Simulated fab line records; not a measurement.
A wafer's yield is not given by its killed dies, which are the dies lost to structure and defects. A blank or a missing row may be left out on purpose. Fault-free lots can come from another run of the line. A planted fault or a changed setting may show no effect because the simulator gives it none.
A lot that was struck, set against a sound lot || flow n5_finfet || 29 out of 1938 route steps
Sound: the wafers L584.1, L584.3, L584.5. Struck: wafers L576.4, L576.5, L576.6. The cause is named last.
For every step that has rows: the tool of each side, followed by ch and its chambers, followed by its first start. Under that, the readings that differ: sound wafers || struck wafers || difference of the means || sigmas: that difference in standard deviations of wafers without a fault.
alike: a reading whose means differ by less than 2 such deviations, as well as words and numbers matching on both sides. not compared: withheld readings; readings where some wafer has no value; bounds like >300 that might hide an equal value; numbers whose values overlap and for which the record gives no deviation.
A row with sigmas, a row that says differs or no value, or rows on one side alone: a step with any of these is where the two part. Numbers that have no deviation but don't overlap get no sigmas and don't part them. Lack of a reading on every wafer of one side parts them only where that side has two or more wafers.

first, 8 steps without rows for these wafers: N5_MOL_CONTACT_COAG_ANNEAL_112 (time 1800 s); N5_BEOL_M0_SAQP_PECVD_00 (deposits SiCN from 3MS/NH3, target thk 8 nm, time 14 s); N5_BEOL_M0_SAQP_ILD_DEP_01 (deposits SiOC from DEMS/O2, target thk 45.419 nm, time 8.7 s); N5_BEOL_M0_SAQP_HM_DEP_02 (deposits TiN, target thk 12 nm); N5_BEOL_M0_SAQP_PECVD_03 (deposits SiCN from 3MS/NH3, target thk 12 nm, time 21.1 s); N5_BEOL_M0_SAQP_PECVD_96 (deposits a-Si from SiH4/He, target thk 45 nm, time 45.2 s); N5_BEOL_M0_SAQP_PECVD_97 (deposits SiNx from SiH4/NH3/N2, target thk 23 nm, time 19.9 s); N5_BEOL_M0_SAQP_PECVD_04 (deposits a-Si from SiH4/He, target thk 60 nm, time 60.2 s).
N5_BEOL_M0_SAQP_HM_DEP_111: deposits SiO2 from SiH4/N2O, target thk 12 nm, time 7.2 s.
  sound on pecvd-03 ch 0,1, day 10 09:49; struck on pecvd-04 ch 1,2, day 8 07:18
{"reading": "heater_power_w (W)", "sound": "731 766 715", "struck": "1001 968 971", "difference": "+243", "sigmas": "+2"}
{"reading": "model.SiO2_of_BEOL_M0_SAQP_HM_DEP_111.thk_nm (nm)", "sound": "11.8 12.2 12", "struck": "7.4 7.6 7.6", "difference": -4.5, "sigmas": ""}
  alike: showerhead_plenum_p_Torr
then, 12 steps without rows for these wafers: N5_BEOL_M0_SAQP_COAT_81 (time 60 s, resist thk 100 nm); N5_BEOL_M0_SAQP_COAT_82 (time 60 s, resist thk 30 nm); N5_BEOL_M0_SAQP_COAT_08 (resist thk 90 nm); N5_BEOL_M0_SAQP_EBR_10; N5_BEOL_M0_SAQP_SOFTBAKE_09 (time 60 s); N5_BEOL_M0_SAQP_EXPOSE_11 (exposes mask M0 CORE, target cd 42 nm); N5_BEOL_M0_SAQP_PEB_12 (peb time 60 s); N5_BEOL_M0_SAQP_DEVELOP_13 (develop time 30 s); N5_BEOL_M0_SAQP_DESCUM_19 (chemistry O2, time 7.9 s); N5_BEOL_M0_SAQP_ETCH_83 (etches SiARC in CF4, target depth 39 nm, time 65 s); N5_BEOL_M0_SAQP_ETCH_84 (etches SOC in N2/H2, target depth 100 nm, overetch 20 nm, time 150 s); N5_BEOL_M0_SAQP_STRIP_80 (strips in N2/H2).
N5_BEOL_M0_SAQP_HM_OPEN_112: chemistry CHF3/O2, target SiO2, stops on a-Si, target depth 12 nm, time 13.5 s.
  sound on rie_diel-03 ch 0,1,2, day 10 11:06; struck on rie_diel-04 ch 0,1,2, day 8 07:54
{"reading": "oes_product_au (a.u.)", "sound": "0.55 0.48 0.62", "struck": "0.38 0.42 0.41", "difference": -0.15, "sigmas": -3}
{"reading": "model.etch.depth_nm (nm)", "sound": "11.83 12.14 11.98", "struck": "7.433 7.581 7.65", "difference": -4.429, "sigmas": ""}
  alike: CHF3_flow_sccm, drypump_motor_current_A, rf_vpp_V, showerhead_plenum_p_Torr, throttle_valve_pct
  not compared: rf_hours_counter_h
then, 3 steps without rows for these wafers: N5_BEOL_M0_SAQP_STRIP_113 (strips in CHF3/O2); N5_BEOL_M0_SAQP_MANDREL_ETCH_20 (etches a-Si in HBr/Cl2, stops on SiNx, target depth 60 nm, bt time 10 s, time 30 s); N5_BEOL_M0_SAQP_STRIP_86 (strips in N2/H2).
N5_BEOL_M0_SAQP_STRIP_115: strips in post etch residue remover, time 60 s.
  sound on wet_bench-03 ch 1,3,5, day 10 11:22; struck on wet_bench-03 ch 0,1,6, day 8 08:09
{"reading": "model.SiO2_of_BEOL_M0_SAQP_HM_DEP_111.thk_nm (nm)", "sound": "11.8 12 11.8", "struck": "7.4 7.4 7.6", "difference": -4.4, "sigmas": ""}
then, 1 step without rows for these wafers: N5_BEOL_M0_SAQP_SRD_93 (time 30 s).
-- record jumps: 3 days separate the struck wafers' starts on either side; left off in module BEOL_M0_SAQP, taken up again in module BEOL_M4, whose first shown step is the route's number 1111 --
N5_BEOL_M4_RC_MEAS_101:
  sound on prober-01 ch 0, day 13 04:20; struck on prober-01 ch 0, day 10 22:05
{"reading": "ION_N (uA/um)", "sound": "664 647 652", "struck": "698 706 703", "difference": "+48", "sigmas": "+3"}
{"reading": "ION_P (uA/um)", "sound": "463 449 445", "struck": "483 484 478", "difference": "+29", "sigmas": "+3"}
{"reading": "VT_N (mV)", "sound": "253 253 255", "struck": "245 245 242", "difference": -10, "sigmas": -3}
{"reading": "VT_P (mV)", "sound": "-250 -252 -253", "struck": "-245 -243 -245", "difference": "+7", "sigmas": "+2"}
  alike: DIBL_N, DIBL_P, IOFF_N, IOFF_P, SS_N, SS_P
-- the record jumps here: 4 days lie between the struck wafers' starts before and after (it left off in module BEOL_M4 and takes up again in module PASSIVATION, whose first step shown is number 1936 of the route) --
N5_PASSIVATION_PROBE_49:
  sound on prober-02, day 18 12:48; struck on prober-02, day 15 06:05
  alike: defect_limited_yield, killed_at_M0_to_M3, killed_at_M4_up, killed_at_contacts, killed_at_front_end, killed_at_other, killed_dies, killed_open, killed_short, sort_bin_5_function, sort_bin_6_memory, sort_n_pass, sort_yield_pct

== WHERE THEY PART ==
Last at N5_BEOL_M4_RC_MEAS_101 as far as this record goes, first at N5_BEOL_M0_SAQP_HM_DEP_111. Later steps at which nothing parts them and some readings are alike: N5_PASSIVATION_PROBE_49.

WHY: what the simulator had put in
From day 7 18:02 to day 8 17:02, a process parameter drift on pecvd-04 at N5_BEOL_M0_SAQP_HM_DEP_111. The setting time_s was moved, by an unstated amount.
